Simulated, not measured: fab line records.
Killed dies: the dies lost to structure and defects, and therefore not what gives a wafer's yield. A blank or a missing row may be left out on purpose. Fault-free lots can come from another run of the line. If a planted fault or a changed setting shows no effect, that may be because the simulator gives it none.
fab line records	flow n5_finfet
[record] lots = 24	wafers = 72	last_day = 18
route steps=1938 shown BEOL_M8@1396 BEOL_M9@1401 BEOL_M10@1484
lots untouched by any fault: they come from a run of this same line in which no faults occurred
start_h: start of the lot's first displayed wafer, in hours after the record's first day	wait_h: hours elapsed since this lot's preceding step	" same as the row above	L1.1+2: a single row standing in for several wafers	- either no value or no given start	* or withheld: withheld	< > ~ a bound
route shown NAME@n: a module of which the file shows steps, and the number in the route of the first	usual: the fault-free wafers' mean and standard deviation	same: alike in all rows	chamber/n: place in a boat	sites: the reading at each site	_std_site: standard deviation across them	_edge_site: inner sites' mean taken away from outer sites' mean	radius_mm: how far each site lies from the wafer's centre	mask NAME#n: copy n	behind: the tool/chamber that last shaped the wafer	hold: why the lot went on hold/how many hours it stayed there/how the hold came to an end	device: which transistor (n, p or np) failed to switch	end of line: tests run on the same wafers once the route is complete	step lacking rows: just its recipe	killed: the dies lost at the first sort to structure and to defects; this is not the yield of the wafer	map: a wafer's dies, marking killed ones x, the rest . and places with no die _
set.NAME: the setting that was run; set.NAME@STEP: the one run at that earlier step	model.NAME: the simulator's own value behind a step, which no gauge read
one table for each step of the route and one row for each wafer, over a sample of lots
services: from which hour (start_h, from the record's first day; less than 0 if before it) a tool's chamber was out of use, for how many hours, and why
[[steps]]
[step N5_BEOL_M8_THK_MEAS_53]
[recipe] thk_meas_gauge = xrf	reads = Cu_of_BEOL_M8_ECD_50
[usual] M8_THK = 80.0/2.1
lot.wafer	tool	chamber	start_h	wait_h	M8_THK[nm]
L074.4	film_metro-02	-	215.10	-	80.2
L074.5	"	-	"	"	79.9
L074.6	"	-	"	"	77.5
L075.2	film_metro-02	-	221.38	-	76.9
L075.4	"	-	"	"	81.2
L075.6	"	-	"	"	79.2
L077.1	film_metro-02	-	223.52	-	77.0
L077.2	"	-	"	"	81.3
L077.5	"	-	"	"	79.3
L076.2	film_metro-01	-	225.91	-	79.4
L076.3	"	-	"	"	80.6
L076.5	"	-	"	"	79.5
L079.3	film_metro-02	-	253.59	-	80.4
L079.4	"	-	"	"	81.0
L079.5	"	-	"	"	77.2
L078.2	film_metro-02	-	253.83	-	81.8
L078.5	"	-	"	"	79.6
L078.6	"	-	"	"	79.3
L082.1	film_metro-01	-	264.39	-	79.7
L082.3	"	-	"	"	83.7
L082.5	"	-	"	"	77.8
L080.2	film_metro-01	-	266.66	-	79.1
L080.5	"	-	"	"	77.5
L080.6	"	-	"	"	79.5
L081.2	film_metro-01	-	266.98	-	81.5
L081.4	"	-	"	"	79.2
L081.5	"	-	"	"	77.0
L085.1	film_metro-01	-	275.18	-	78.4
L085.2	"	-	"	"	77.4
L085.6	"	-	"	"	78.1
L083.1	film_metro-02	-	279.81	-	81.1
L083.3	"	-	"	"	78.4
L083.4	"	-	"	"	79.0
L087.3	film_metro-01	-	284.02	-	79.7
L087.4	"	-	"	"	80.5
L087.5	"	-	"	"	81.3
L084.2	film_metro-02	-	285.16	-	82.8
L084.4	"	-	"	"	81.1
L084.6	"	-	"	"	83.0
L086.3	film_metro-02	-	285.61	-	80.6
L086.4	"	-	"	"	81.4
L086.5	"	-	"	"	83.4
L088.2	film_metro-02	-	294.88	-	83.7
L088.4	"	-	"	"	80.3
L088.5	"	-	"	"	80.7
L089.2	film_metro-01	-	301.58	-	77.6
L089.3	"	-	"	"	78.8
L089.5	"	-	"	"	82.8
L090.3	film_metro-02	-	316.96	-	80.2
L090.4	"	-	"	"	77.8
L090.5	"	-	"	"	80.8
L092.1	film_metro-01	-	325.65	-	81.7
L092.2	"	-	"	"	79.0
L092.3	"	-	"	"	77.0
L091.1	film_metro-02	-	326.38	-	78.5
L091.2	"	-	"	"	83.8
L091.3	"	-	"	"	82.4
L093.2	film_metro-01	-	335.90	-	79.4
L093.3	"	-	"	"	81.5
L093.4	"	-	"	"	78.2
L094.1	film_metro-01	-	342.68	-	82.2
L094.5	"	-	"	"	81.8
L094.6	"	-	"	"	82.9
L097.2	film_metro-01	-	352.18	-	78.6
L097.4	"	-	"	"	75.6
L097.5	"	-	"	"	78.3
L096.1	film_metro-02	-	357.04	-	80.6
L096.2	"	-	"	"	83.7
L096.4	"	-	"	"	81.9
L095.2	film_metro-01	-	357.67	-	76.8
L095.3	"	-	"	"	78.8
L095.4	"	-	"	"	79.2
[step N5_BEOL_M9_ILD_DEP_00]
[recipe] material = SiCOH_lowk	target_thk_a = 3085.1	temp_c = 300	precursor = DEMS/porogen	pressure_torr = 5	rf_w = 500	time_s = 58
[usual] heater_power_w = 339/76	showerhead_plenum_p_Torr = 5.750/0.014	throttle_valve_pct = 13.4/0.61
lot.wafer	tool	chamber	start_h	wait_h	heater_power_w	showerhead_plenum_p_Torr	throttle_valve_pct
L074.4	pecvd-03	0	215.40	0.1	229	5.754	12.8
L074.5	"	1	"	"	231	5.750	14.2
L074.6	"	2	"	"	422	5.762	13.1
L075.2	pecvd-03	0	221.62	0.1	253	5.750	12.9
L075.4	"	0	"	"	251	5.745	13.1
L075.6	"	1	"	"	291	5.735	14.4
L077.1	pecvd-03	2	223.72	0.0	414	5.758	12.8
L077.2	"	0	"	"	247	5.763	13.0
L077.5	"	0	"	"	248	5.756	12.8
L076.2	pecvd-02	2	226.11	0.0	330	5.740	12.7
L076.3	"	1	"	"	406	5.747	14.3
L076.5	"	1	"	"	323	5.743	14.2
L079.3	pecvd-02	0	253.78	0.0	316	5.742	13.7
L079.4	"	2	"	"	320	5.737	12.6
L079.5	"	1	"	"	396	5.727	14.3
L078.2	pecvd-03	1	254.02	0.0	285	5.738	14.4
L078.5	"	0	"	"	237	5.752	12.9
L078.6	"	2	"	"	443	5.757	13.3
L082.1	pecvd-02	0	264.58	0.0	311	5.739	13.6
L082.3	"	2	"	"	352	5.739	12.7
L082.5	"	0	"	"	322	5.724	13.7
L080.2	pecvd-03	2	266.85	0.0	381	5.761	12.9
L080.5	"	2	"	"	401	5.763	13.3
L080.6	"	0	"	"	234	5.754	12.7
L081.2	pecvd-03	1	267.17	0.0	268	5.734	14.2
L081.4	"	0	"	"	224	5.759	13.1
L081.5	"	1	"	"	275	5.750	14.3
L085.1	pecvd-02	0	275.37	0.0	337	5.750	13.5
L085.2	"	1	"	"	395	5.754	14.0
L085.6	"	1	"	"	393	5.751	14.0
L083.1	pecvd-03	0	280.00	0.0	265	5.747	12.8
L083.3	"	1	"	"	234	5.736	14.4
L083.4	"	1	"	"	254	5.743	13.9
L087.3	pecvd-01	1	284.22	0.0	368	5.748	14.3
L087.4	"	0	"	"	372	5.758	13.0
L087.5	"	1	"	"	393	5.741	14.3
L084.2	pecvd-01	1	285.36	0.0	375	5.751	14.2
L084.4	"	2	"	"	386	5.706	12.4
L084.6	"	1	"	"	378	5.762	14.2
L086.3	pecvd-03	2	285.80	0.0	442	5.752	13.0
L086.4	"	2	"	"	449	5.759	13.1
L086.5	"	0	"	"	258	5.758	12.9
L088.2	pecvd-01	0	295.07	0.0	317	5.762	13.1
L088.4	"	1	"	"	364	5.748	14.3
L088.5	"	2	"	"	389	5.703	13.0
L089.2	pecvd-03	1	301.77	0.0	290	5.737	14.4
L089.3	"	0	"	"	228	5.747	12.8
L089.5	"	2	"	"	454	5.768	13.2
L090.3	pecvd-03	1	317.16	0.0	294	5.746	14.2
L090.4	"	2	"	"	454	5.769	13.4
L090.5	"	1	"	"	293	5.740	14.4
L092.1	pecvd-03	0	325.87	0.0	228	5.757	12.8
L092.2	"	2	"	"	435	5.752	13.4
L092.3	"	0	"	"	249	5.740	12.8
L091.1	pecvd-03	2	326.61	0.0	441	5.771	13.2
L091.2	"	0	"	"	255	5.744	12.8
L091.3	"	0	"	"	258	5.763	12.6
L093.2	pecvd-03	2	336.09	0.0	452	5.759	13.1
L093.3	"	0	"	"	226	5.760	12.6
L093.4	"	2	"	"	371	5.753	13.1
L094.1	pecvd-03	2	342.87	0.0	444	5.774	13.1
L094.5	"	2	"	"	369	5.745	13.1
L094.6	"	2	"	"	397	5.768	13.4
L097.2	pecvd-02	0	352.37	0.0	332	5.734	14.0
L097.4	"	0	"	"	347	5.733	13.5
L097.5	"	0	"	"	356	5.739	13.6
L096.1	pecvd-03	1	357.23	0.0	238	5.750	14.0
L096.2	"	2	"	"	407	5.768	13.1
L096.4	"	1	"	"	251	5.750	14.1
L095.2	pecvd-03	2	357.86	0.0	425	5.764	13.2
L095.3	"	2	"	"	427	5.769	13.2
L095.4	"	1	"	"	303	5.747	14.1
[step N5_BEOL_M9_ETCH_65]
[recipe] chemistry = CF4	target = SiARC	target_depth_a = 156	mask_material = CAR-EUV	time_s = 26	ion_energy_ev = 80	pressure_mtorr = 40	source_w = 545	bias_w = 36	Ar_flow_sccm = 100	cf4_flow_sccm = 100	ends = cleared
[usual] drypump_motor_current_A = 5.6/0.31	etch_rf_on_time_s = 26.1/0.64	oes_product_au = 0.67/0.082	rf_vpp_V = 184.0/1.2	showerhead_plenum_p_Torr = 2.13/0.061	throttle_valve_pct = 15.55/0.18
lot.wafer	tool	chamber	start_h	wait_h	drypump_motor_current_A	etch_rf_on_time_s	oes_product_au	rf_hours_counter_h	rf_vpp_V	showerhead_plenum_p_Torr	throttle_valve_pct
L074.4	rie_diel-04	2	218.95	0.0	6.2	25.0	0.76	-	184.0	2.08	15.03
L074.5	"	3	"	"	5.9	26.1	0.81	-	185.7	2.20	15.44
L074.6	"	1	"	"	6.3	25.7	0.58	-	184.1	2.20	15.89
L075.2	rie_diel-04	2	224.64	0.0	6.2	25.1	0.74	41	183.7	2.08	15.01
L075.4	"	3	"	"	5.9	26.2	0.79	-	186.0	2.20	15.43
L075.6	"	1	"	"	6.3	26.1	0.59	-	185.3	2.20	15.90
L077.1	rie_diel-05	3	228.72	0.0	5.6	27.7	0.56	225	183.6	2.12	15.79
L077.2	"	1	"	"	5.2	26.0	0.64	158	184.9	2.14	15.39
L077.5	"	2	"	"	5.9	26.5	0.60	-	184.4	2.12	15.69
L076.2	rie_diel-05	3	232.06	0.0	5.6	27.3	0.56	227	183.4	2.12	15.78
L076.3	"	0	"	"	5.4	25.7	0.75	39	185.9	2.28	15.53
L076.5	"	2	"	"	5.8	26.3	0.59	-	183.1	2.12	15.70
L079.3	rie_diel-05	2	261.62	0.0	5.8	26.3	0.60	236	185.0	2.11	15.71
L079.4	"	0	"	"	5.4	25.8	0.73	47	184.9	2.28	15.55
L079.5	"	1	"	"	5.2	25.6	0.63	-	184.1	2.13	15.42
L078.2	rie_diel-01	3	262.04	0.0	5.7	27.3	0.60	166	184.1	2.04	15.46
L078.5	"	1	"	"	5.5	26.5	0.61	-	184.1	2.13	15.66
L078.6	"	3	"	"	5.7	27.2	0.60	-	183.3	2.04	15.49
L082.1	rie_diel-04	1	268.70	0.0	6.3	25.9	0.58	248	185.4	2.19	15.91
L082.3	"	2	"	"	6.2	25.3	0.72	55	183.3	2.08	15.03
L082.5	"	3	"	"	5.9	26.4	0.76	-	185.3	2.20	15.46
L080.2	rie_diel-01	3	270.69	0.0	5.7	26.7	0.61	170	182.2	2.04	15.48
L080.5	"	1	"	"	5.6	25.8	0.62	-	184.0	2.12	15.65
L080.6	"	0	"	"	5.3	25.5	0.68	-	184.9	2.16	15.58
L081.2	rie_diel-05	3	271.18	0.0	5.6	27.6	0.56	237	185.3	2.12	15.80
L081.4	"	2	"	"	5.9	26.5	0.59	239	183.2	2.11	15.72
L081.5	"	0	"	"	5.4	26.1	0.73	-	185.9	2.28	15.58
L085.1	rie_diel-01	0	278.89	0.0	5.3	25.6	0.68	93	184.9	2.16	15.60
L085.2	"	1	"	"	5.5	26.2	0.61	204	184.3	2.12	15.67
L085.6	"	1	"	"	5.5	26.0	0.62	-	185.0	2.12	15.68
L083.1	rie_diel-01	3	283.74	0.0	5.7	26.7	0.60	175	182.1	2.04	15.52
L083.3	"	0	"	"	5.3	25.7	0.67	-	184.6	2.16	15.57
L083.4	"	3	"	"	5.7	26.7	0.60	-	183.4	2.04	15.50
L087.3	rie_diel-05	2	287.87	0.0	5.8	26.3	0.59	245	184.6	2.11	15.74
L087.4	"	3	"	"	5.6	27.7	0.56	243	184.0	2.12	15.81
L087.5	"	2	"	"	5.9	26.3	0.59	-	182.0	2.11	15.75
L086.3	rie_diel-01	3	292.44	0.0	5.7	26.8	0.60	177	183.5	2.04	15.50
L086.4	"	1	"	"	5.5	26.2	0.61	-	182.9	2.12	15.66
L086.5	"	3	"	"	5.6	26.8	0.60	-	183.5	2.04	15.51
L084.2	rie_diel-04	1	292.61	0.0	6.3	24.8	0.87	1	184.6	2.19	15.40
L084.4	"	3	"	"	5.9	26.2	0.75	30	185.6	2.19	15.47
L084.6	"	1	"	"	6.3	24.8	0.87	-	185.0	2.19	15.41
L088.2	rie_diel-01	0	301.56	0.0	5.3	25.7	0.67	103	184.9	2.16	15.60
L088.4	"	1	"	"	5.5	26.0	0.61	210	182.2	2.12	15.67
L088.5	"	0	"	"	5.3	25.5	0.68	-	184.1	2.16	15.60
L089.2	rie_diel-01	0	305.44	0.0	5.3	25.7	0.67	105	184.6	2.16	15.62
L089.3	"	2	"	"	5.4	26.5	0.81	4	184.4	2.10	15.58
L089.5	"	2	"	"	5.3	26.4	0.82	-	183.3	2.11	15.60
L090.3	rie_diel-05	0	322.68	0.0	5.4	25.8	0.72	61	187.3	2.27	15.56
L090.4	"	3	"	"	5.6	27.6	0.55	-	183.6	2.12	15.82
L090.5	"	0	"	"	5.4	25.8	0.73	-	185.5	2.27	15.58
L092.1	rie_diel-04	2	331.21	0.0	6.2	25.0	0.70	78	183.3	2.07	15.09
L092.2	"	1	"	"	6.3	24.6	0.83	15	183.2	2.19	15.46
L092.3	"	0	"	"	5.6	25.9	0.76	37	183.6	2.19	15.39
L091.1	rie_diel-01	0	331.41	0.0	5.3	25.7	0.67	114	184.5	2.15	15.63
L091.2	"	2	"	"	5.4	26.3	0.79	13	183.0	2.10	15.61
L091.3	"	3	"	"	5.7	26.6	0.60	191	181.6	2.03	15.55
L093.2	rie_diel-01	2	340.77	0.0	5.4	26.4	0.78	17	184.5	2.10	15.60
L093.3	"	3	"	"	5.7	26.6	0.58	195	184.9	2.03	15.52
L093.4	"	0	"	"	5.3	25.9	0.66	117	184.1	2.15	15.64
L094.1	rie_diel-04	3	349.53	0.0	5.9	26.4	0.73	48	186.3	2.19	15.52
L094.5	"	1	"	"	6.3	24.6	0.80	-	185.7	2.19	15.46
L094.6	"	0	"	"	5.7	25.8	0.76	-	184.5	2.19	15.40
L097.2	rie_diel-01	3	358.63	0.0	5.6	26.8	0.58	199	182.8	2.03	15.54
L097.4	"	2	"	"	5.4	26.3	0.77	23	183.6	2.10	15.64
L097.5	"	2	"	"	5.4	26.4	0.77	-	182.0	2.10	15.62
L096.1	rie_diel-01	3	363.46	0.0	5.7	26.6	0.59	200	182.7	2.03	15.53
L096.2	"	1	"	"	5.5	26.2	0.59	232	183.5	2.11	15.72
L096.4	"	0	"	"	5.3	25.5	0.66	123	184.4	2.15	15.65
L095.2	rie_diel-01	1	363.89	0.0	5.5	26.4	0.59	232	184.8	2.11	15.72
L095.3	"	0	"	"	5.3	25.7	0.66	123	183.9	2.15	15.64
L095.4	"	2	"	"	5.3	26.6	0.75	25	184.4	2.10	15.65
[step N5_BEOL_M9_DEP_56]
[recipe] material = SiCN	target_thk_a = 150	temp_c = withheld	precursor = 3MS/NH3	pressure_torr = 3	rf_w = 202	time_s = 26.5
[usual] showerhead_plenum_p_Torr = 3.673/0.012	throttle_valve_pct = 8.8/0.43
lot.wafer	tool	chamber	start_h	wait_h	showerhead_plenum_p_Torr	throttle_valve_pct
L074.4	pecvd-03	1	221.60	0.0	3.664	9.3
L074.5	"	0	"	"	3.679	8.2
L074.6	"	2	"	"	3.682	8.2
L075.2	pecvd-01	1	227.70	0.0	3.670	9.4
L075.4	"	1	"	"	3.668	9.4
L075.6	"	0	"	"	3.683	8.6
L077.1	pecvd-03	1	231.56	0.0	3.675	8.9
L077.2	"	0	"	"	3.679	8.4
L077.5	"	0	"	"	3.683	8.6
L076.2	pecvd-03	0	235.14	0.0	3.667	8.4
L076.3	"	1	"	"	3.664	9.1
L076.5	"	2	"	"	3.680	8.2
L079.3	pecvd-03	0	264.68	0.0	3.684	8.3
L079.4	"	0	"	"	3.679	8.5
L079.5	"	1	"	"	3.666	9.2
L078.2	pecvd-03	0	265.33	0.0	3.679	8.4
L078.5	"	1	"	"	3.675	9.6
L078.6	"	0	"	"	3.668	8.6
L082.1	pecvd-02	2	271.59	0.0	3.664	8.3
L082.3	"	1	"	"	3.673	9.4
L082.5	"	1	"	"	3.669	9.0
L080.2	pecvd-02	0	274.75	0.0	3.658	8.9
L080.5	"	1	"	"	3.672	9.2
L080.6	"	0	"	"	3.672	9.0
L081.2	pecvd-02	1	275.12	0.0	3.667	9.1
L081.4	"	0	"	"	3.671	9.0
L081.5	"	0	"	"	3.659	8.9
L085.1	pecvd-01	0	283.20	0.0	3.683	8.4
L085.2	"	2	"	"	3.634	8.1
L085.6	"	1	"	"	3.676	9.2
L083.1	pecvd-03	0	288.21	0.0	3.674	8.3
L083.3	"	1	"	"	3.665	9.4
L083.4	"	1	"	"	3.670	9.3
L087.3	pecvd-03	2	292.81	0.0	3.683	8.2
L087.4	"	1	"	"	3.673	8.9
L087.5	"	0	"	"	3.668	8.3
L086.3	pecvd-03	2	295.58	0.0	3.677	8.6
L086.4	"	0	"	"	3.683	8.7
L086.5	"	1	"	"	3.667	9.6
L084.2	pecvd-02	1	295.67	0.0	3.665	9.0
L084.4	"	0	"	"	3.663	9.1
L084.6	"	2	"	"	3.667	8.3
L088.2	pecvd-02	1	306.04	0.0	3.678	9.3
L088.4	"	1	"	"	3.663	9.1
L088.5	"	2	"	"	3.679	8.6
L089.2	pecvd-01	1	308.67	0.0	3.673	9.3
L089.3	"	2	"	"	3.634	8.6
L089.5	"	0	"	"	3.686	8.8
L090.3	pecvd-03	0	325.34	0.0	3.669	8.6
L090.4	"	2	"	"	3.676	8.6
L090.5	"	0	"	"	3.674	8.4
L092.1	pecvd-03	2	334.49	0.0	3.686	8.6
L092.2	"	1	"	"	3.672	9.4
L092.3	"	0	"	"	3.690	8.6
L091.1	pecvd-03	0	334.72	0.0	3.684	8.5
L091.2	"	2	"	"	3.682	8.4
L091.3	"	1	"	"	3.673	9.4
L093.2	pecvd-01	1	343.50	0.0	3.681	9.2
L093.3	"	0	"	"	3.696	8.6
L093.4	"	2	"	"	3.634	8.3
L094.1	pecvd-03	2	352.01	0.0	3.675	8.4
L094.5	"	2	"	"	3.680	8.5
L094.6	"	1	"	"	3.675	9.4
L097.2	pecvd-03	1	361.80	0.0	3.665	9.3
L097.4	"	1	"	"	3.671	9.3
L097.5	"	1	"	"	3.665	9.2
L096.1	pecvd-01	0	366.44	0.0	3.689	8.7
L096.2	"	1	"	"	3.659	9.6
L096.4	"	2	"	"	3.633	8.3
L095.2	pecvd-03	1	366.73	0.0	3.677	9.2
L095.3	"	2	"	"	3.678	8.5
L095.4	"	1	"	"	3.670	9.4
[step N5_BEOL_M10_OVL_MEAS_12]
[recipe] points_per_wafer = 44
[usual] M10_OVL = 0.5/0.73
lot.wafer	tool	chamber	start_h	wait_h	M10_OVL[nm]
L074.4	overlay-02	0	223.34	0.0	-1.0
L074.5	"	0	"	"	0.8
L074.6	"	0	"	"	0.6
L075.2	overlay-01	0	230.08	0.0	0.2
L075.4	"	0	"	"	0.0
L075.6	"	0	"	"	0.8
L077.1	overlay-01	0	233.41	0.0	0.3
L077.2	"	0	"	"	0.7
L077.5	"	0	"	"	1.7
L076.2	overlay-01	0	237.41	0.0	0.3
L076.3	"	0	"	"	1.5
L076.5	"	0	"	"	1.1
L079.3	overlay-02	0	266.87	0.0	0.1
L079.4	"	0	"	"	-0.2
L079.5	"	0	"	"	0.1
L078.2	overlay-02	0	267.16	0.0	0.5
L078.5	"	0	"	"	0.6
L078.6	"	0	"	"	1.3
L082.1	overlay-01	0	274.17	0.0	-1.9
L082.3	"	0	"	"	-0.5
L082.5	"	0	"	"	-0.8
L080.2	overlay-02	0	276.02	0.0	0.1
L080.5	"	0	"	"	0.3
L080.6	"	0	"	"	-0.4
L081.2	overlay-01	0	277.06	0.0	0.6
L081.4	"	0	"	"	0.2
L081.5	"	0	"	"	0.4
L085.1	overlay-01	0	285.26	0.0	-0.3
L085.2	"	0	"	"	-0.7
L085.6	"	0	"	"	0.3
L083.1	overlay-01	0	290.22	0.0	0.8
L083.3	"	0	"	"	0.2
L083.4	"	0	"	"	-0.6
L087.3	overlay-01	0	294.16	0.0	1.5
L087.4	"	0	"	"	-0.4
L087.5	"	0	"	"	0.5
L086.3	overlay-02	0	299.90	0.0	0.1
L086.4	"	0	"	"	0.5
L086.5	"	0	"	"	1.1
L084.2	overlay-02	0	300.06	0.0	0.9
L084.4	"	0	"	"	1.0
L084.6	"	0	"	"	1.1
L088.2	overlay-02	0	308.48	0.0	0.3
L088.4	"	0	"	"	-0.1
L088.5	"	0	"	"	1.6
L089.2	overlay-01	0	310.95	0.0	1.6
L089.3	"	0	"	"	-0.3
L089.5	"	0	"	"	-0.1
L090.3	overlay-01	0	329.15	0.0	0.9
L090.4	"	0	"	"	1.6
L090.5	"	0	"	"	0.3
L092.1	overlay-02	0	336.21	0.0	0.7
L092.2	"	0	"	"	1.0
L092.3	"	0	"	"	1.4
L091.1	overlay-02	0	336.26	0.0	0.5
L091.2	"	0	"	"	1.1
L091.3	"	0	"	"	0.3
L093.2	overlay-02	0	345.69	0.0	-0.2
L093.3	"	0	"	"	0.2
L093.4	"	0	"	"	-0.9
L094.1	overlay-02	0	354.86	0.0	0.6
L094.5	"	0	"	"	0.6
L094.6	"	0	"	"	1.1
L097.2	overlay-01	0	365.15	0.0	1.0
L097.4	"	0	"	"	0.4
L097.5	"	0	"	"	0.9
L096.1	overlay-01	0	370.33	0.0	1.7
L096.2	"	0	"	"	0.5
L096.4	"	0	"	"	1.0
L095.2	overlay-02	0	370.49	0.0	-0.1
L095.3	"	0	"	"	0.7
L095.4	"	0	"	"	0.5
[step N5_BEOL_M10_ETCH_62]
[recipe] chemistry = N2/H2	target = SOC	target_depth_a = 1100	overetch_a = 220	mask_material = SiARC	temp_c = 40	time_s = 165	ion_energy_ev = 200	pressure_mtorr = 30	source_w = 840	bias_w = 150	n2_flow_sccm = 200	h2_flow_sccm = 200
[usual] drypump_motor_current_A = 5.6/0.49	oes_product_au = 0.66/0.043	rf_vpp_V = 523.4/2.1	showerhead_plenum_p_Torr = 2.53/0.077	throttle_valve_pct = 17.79/0.28
lot.wafer	tool	chamber	start_h	wait_h	drypump_motor_current_A	oes_product_au	rf_hours_counter_h	rf_vpp_V	showerhead_plenum_p_Torr	throttle_valve_pct
L074.4	rie_diel-03	2	223.53	0.0	5.6	0.72	45	524.1	2.58	17.31
L074.5	"	0	"	"	5.5	0.70	-	526.6	2.68	17.28
L074.6	"	3	"	"	6.0	0.63	-	524.6	2.54	17.73
L075.2	rie_diel-02	3	230.23	0.0	5.4	0.65	164	526.2	2.64	17.83
L075.4	"	0	"	"	5.4	0.61	172	522.6	2.53	18.06
L075.6	"	2	"	"	5.1	0.74	-	522.2	2.49	18.13
L077.1	rie_diel-03	2	233.75	0.0	5.6	0.71	49	523.8	2.57	17.31
L077.2	"	3	"	"	6.0	0.63	151	525.2	2.54	17.74
L077.5	"	3	"	"	6.0	0.63	-	522.5	2.54	17.72
L076.2	rie_diel-06	0	237.57	0.0	6.3	0.72	56	521.5	2.47	17.80
L076.3	"	2	"	"	5.4	0.68	116	520.4	2.45	17.68
L076.5	"	1	"	"	4.8	0.62	-	520.9	2.41	17.87
L079.3	rie_diel-02	2	267.25	0.0	5.1	0.73	59	521.8	2.48	18.14
L079.4	"	0	"	"	5.4	0.60	185	523.2	2.53	18.06
L079.5	"	1	"	"	5.0	0.70	-	520.9	2.47	17.91
L078.2	rie_diel-02	1	267.57	0.0	5.0	0.70	70	521.7	2.47	17.90
L078.5	"	3	"	"	5.4	0.63	-	526.0	2.64	17.86
L078.6	"	0	"	"	5.4	0.60	-	522.5	2.53	18.08
L082.1	rie_diel-02	0	274.39	0.0	5.4	0.61	188	523.0	2.52	18.06
L082.3	"	2	"	"	5.1	0.72	62	523.8	2.48	18.15
L082.5	"	1	"	"	5.0	0.69	-	521.9	2.47	17.91
L080.2	rie_diel-06	1	276.17	0.0	4.8	0.60	197	519.8	2.41	17.91
L080.5	"	3	"	"	6.6	0.65	-	526.0	2.56	18.13
L080.6	"	0	"	"	6.3	0.70	-	521.3	2.47	17.81
L081.2	rie_diel-03	0	277.21	0.0	5.5	0.68	105	526.6	2.67	17.30
L081.4	"	3	"	"	6.0	0.62	167	523.7	2.53	17.75
L081.5	"	0	"	"	5.5	0.68	-	526.6	2.67	17.29
L085.1	rie_diel-06	3	285.63	0.0	6.6	0.65	126	524.6	2.56	18.13
L085.2	"	1	"	"	4.8	0.61	200	521.1	2.40	17.90
L085.6	"	1	"	"	4.8	0.61	-	520.8	2.40	17.91
L083.1	rie_diel-03	3	290.36	0.0	6.0	0.62	170	523.0	2.53	17.76
L083.3	"	1	"	"	6.1	0.72	79	526.4	2.58	17.59
L083.4	"	0	"	"	5.5	0.67	109	527.8	2.67	17.31
L087.3	rie_diel-02	3	294.30	0.0	5.4	0.63	185	526.9	2.63	17.86
L087.4	"	0	"	"	5.4	0.60	195	523.3	2.52	18.08
L087.5	"	0	"	"	5.4	0.60	-	525.0	2.52	18.09
L086.3	rie_diel-03	3	300.04	0.0	6.0	0.60	174	523.1	2.53	17.77
L086.4	"	0	"	"	5.5	0.67	113	525.7	2.66	17.32
L086.5	"	1	"	"	6.1	0.72	-	524.0	2.58	17.58
L084.2	rie_diel-02	3	300.20	0.0	5.4	0.63	187	526.5	2.63	17.88
L084.4	"	0	"	"	5.4	0.60	197	524.1	2.52	18.08
L084.6	"	1	"	"	5.1	0.69	-	519.6	2.47	17.92
L088.2	rie_diel-06	0	308.62	0.0	6.2	0.69	79	522.2	2.46	17.83
L088.4	"	1	"	"	4.9	0.60	207	520.7	2.40	17.93
L088.5	"	0	"	"	6.2	0.69	-	522.6	2.46	17.82
L089.2	rie_diel-03	1	311.09	0.0	6.1	0.72	86	525.5	2.57	17.60
L089.3	"	0	"	"	5.4	0.67	117	527.7	2.66	17.31
L089.5	"	0	"	"	5.4	0.67	-	526.4	2.66	17.34
L090.3	rie_diel-06	1	329.32	0.0	4.8	0.60	215	519.2	2.40	17.91
L090.4	"	2	"	"	5.5	0.66	145	521.2	2.43	17.74
L090.5	"	1	"	"	4.8	0.60	-	520.3	2.40	17.96
L092.1	rie_diel-02	2	336.35	0.0	5.1	0.70	84	522.5	2.47	18.21
L092.2	"	0	"	"	5.4	0.59	209	524.3	2.52	18.12
L092.3	"	1	"	"	5.1	0.67	95	521.1	2.46	17.95
L091.1	rie_diel-03	3	336.48	0.0	6.0	0.61	184	524.9	2.52	17.78
L091.2	"	1	"	"	6.2	0.70	96	524.8	2.57	17.62
L091.3	"	0	"	"	5.5	0.65	128	527.1	2.66	17.36
L093.2	rie_diel-03	3	345.92	0.0	6.0	0.60	187	522.5	2.52	17.79
L093.3	"	0	"	"	5.5	0.65	130	525.4	2.66	17.35
L093.4	"	1	"	"	6.1	0.70	99	524.3	2.57	17.61
L094.1	rie_diel-06	3	355.35	0.0	6.6	0.64	147	523.4	2.55	18.16
L094.5	"	1	"	"	4.9	0.60	-	519.4	2.39	17.96
L094.6	"	2	"	"	5.4	0.66	-	520.9	2.43	17.74
L097.2	rie_diel-02	2	365.58	0.0	5.1	0.69	96	522.1	2.47	18.22
L097.4	"	3	"	"	5.4	0.62	209	526.4	2.62	17.92
L097.5	"	1	"	"	5.0	0.65	-	520.2	2.46	17.96
L096.1	rie_diel-03	0	370.47	0.0	5.5	0.65	139	525.2	2.65	17.35
L096.2	"	2	"	"	5.6	0.66	97	524.1	2.55	17.40
L096.4	"	3	"	"	6.0	0.60	196	521.5	2.52	17.80
L095.2	rie_diel-06	2	370.67	0.0	5.4	0.65	157	520.8	2.43	17.77
L095.3	"	1	"	"	4.9	0.59	230	520.4	2.39	17.96
L095.4	"	3	"	"	6.6	0.63	152	523.6	2.55	18.16
[[services]]
tool	chamber	start_h	hours	kind
rie_diel-01	1	194.00	11.3	repair
rie_diel-01	0	197.51	3.7	repair
pecvd-02	-	214.93	1.0	repair
rie_diel-01	3	226.04	5.8	repair
rie_diel-01	2	236.17	32.3	repair
rie_diel-01	-	236.82	0.8	repair
rie_diel-06	3	237.05	5.0	repair
pecvd-03	2	248.24	-	calibration
rie_diel-04	1	253.83	13.9	repair
pecvd-01	-	255.43	0.8	repair
rie_diel-01	2	268.72	-	clean
rie_diel-01	2	268.72	-	consumable_replace:focus_ring
pecvd-03	0	272.97	3.5	repair
rie_diel-01	1	279.30	8.4	repair
rie_diel-01	3	286.15	4.1	repair
rie_diel-04	3	287.19	4.6	repair
rie_diel-05	-	295.90	14.6	pm
rie_diel-03	3	307.60	7.1	repair
pecvd-03	1	319.66	12.4	repair
pecvd-01	-	330.04	1.3	repair
rie_diel-02	3	335.50	4.8	repair
pecvd-03	0	339.32	30.1	repair
pecvd-03	1	341.31	2.1	scheduled_down
rie_diel-06	2	362.62	4.0	repair
[[key]]
fault none
